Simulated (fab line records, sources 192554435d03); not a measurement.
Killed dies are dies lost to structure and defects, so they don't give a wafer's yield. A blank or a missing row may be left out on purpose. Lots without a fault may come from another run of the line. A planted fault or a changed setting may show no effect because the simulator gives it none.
Chamber matching | flow n5_finfet | N5_BEOL_M4_VIA_ETCH_34 on rie_diel-04: 4 sister chambers
The step etches the open film in C4F6/O2, target depth 69.4 nm, time 65.9 s. 4 wafers are shown with their chamber, then 7 later ones without.

WAFERS WITH THEIR CHAMBER
wafer  | chamber | throttle_valve_pct (%)
L081.3 | 2       | 31.38
L084.6 | 0       | 30.82
L083.2 | 1       | 30.50
L083.3 | 3       | 30.92

WAFERS WITHOUT THEIR CHAMBER
wafer  | throttle_valve_pct (%)
L083.5 | 30.53
L086.2 | 30.53
L086.3 | 30.57
L086.4 | 31.38
L094.1 | 30.94
L094.2 | 30.59
L094.3 | 30.91

WHICH CHAMBER EACH WENT THROUGH
wafer  | from the rows above     | in truth
L083.5 | 1                       | 1
L086.2 | 1                       | 1
L086.3 | 1                       | 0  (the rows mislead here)
L086.4 | 2                       | 2
L094.1 | 3                       | 3
L094.2 | 1                       | 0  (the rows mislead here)
L094.3 | can't be placed: 3 or 0 | 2
Placed correctly: 4 of 7. Can't be placed from these rows: 1 (the true chamber is among the candidates in 0). Placed wrongly: 2.
How it was worked out, from the rows above alone: a wafer's distance from a chamber is the root of the sum, over the readings, of the square of ((its reading less the chamber's mean) divided by the reading's scatter). The wafer belongs to the nearest chamber; if the next one is less than 2 further off, it can't be placed. A chamber's mean is the mean of its shown wafers. The scatter: with one shown wafer a chamber, the root of the mean of the squares of how far each hidden wafer lies from its nearest shown one.
